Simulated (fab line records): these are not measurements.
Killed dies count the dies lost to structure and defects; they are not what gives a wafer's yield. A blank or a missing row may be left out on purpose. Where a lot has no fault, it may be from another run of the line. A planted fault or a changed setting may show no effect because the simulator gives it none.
Matching of chambers -- flow nand_harc -- NHARC_A_CHANNEL_FILL_D2_ALD_14 on ald_hk-01 has 4 sister chambers
The step deposits SiO2, target thk 2.5 nm, pulse time 10 s, ald cycles 25. 20 wafers are shown with their chamber, then 10 later ones without.

== WAFERS, EACH WITH ITS CHAMBER ==
wafer,chamber,heater_power_w (W),precursor_pulse_height_rel
L194.1,1,483,0.988
L194.3,3,458,1.000
L194.4,0,452,1.015
L197.1,1,486,0.971
L197.4,0,459,0.989
L197.6,0,455,0.969
L196.2,1,476,1.017
L196.3,2,427,0.998
L196.6,1,473,0.992
L203.2,0,460,1.010
L203.3,2,436,1.015
L203.6,1,471,1.008
L205.3,2,442,1.029
L205.4,0,465,0.989
L205.6,1,484,1.019
L204.1,3,456,1.031
L204.2,0,478,1.005
L204.4,2,433,1.011
L207.3,2,438,0.991
L207.4,3,460,0.994

SIGNATURES, as means of the wafers listed above
reading,chamber 0,chamber 1,chamber 2,chamber 3,scatter within a chamber
heater_power_w,461.50,478.83,435.20,458.00,6.89
precursor_pulse_height_rel,0.99617,0.99917,1.00880,1.00833,0.0175
Rule: distance of a wafer from a chamber = root of the sum over the readings of ((wafer's reading minus chamber's mean) / reading's scatter) squared. The wafer belongs to the nearest chamber; if the next one is less than 2 further off, it can't be placed. The scatter: take each reading less its chamber's mean, square it, sum over the shown wafers, divide by the number of wafers less the number of chambers, and take the root.

== WAFERS WHOSE CHAMBER IS MISSING ==
wafer,heater_power_w (W),precursor_pulse_height_rel
L207.6,465,0.990
L206.1,432,1.006
L206.3,459,1.000
L206.5,467,1.005
L210.2,416,1.007
L210.3,441,1.012
L210.4,468,0.973
L213.2,457,1.008
L213.4,472,0.989
L213.6,447,0.992

== WHICH CHAMBER EACH WENT THROUGH ==
wafer,from the rows above,in truth
L207.6,can't be placed: 0 or 3 or 1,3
L206.1,2,2
L206.3,can't be placed: 0 or 3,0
L206.5,can't be placed: 0 or 3 or 1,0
L210.2,2,2
L210.3,can't be placed: 2 or 3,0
L210.4,can't be placed: 0 or 1 or 3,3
L213.2,can't be placed: 3 or 0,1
L213.4,can't be placed: 1 or 0 or 3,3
L213.6,can't be placed: 3 or 2 or 0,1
Placed correctly: 2 of 10. From these rows, 8 cannot be placed; in 5 the true chamber is one of the candidates. Placed wrongly: 0.
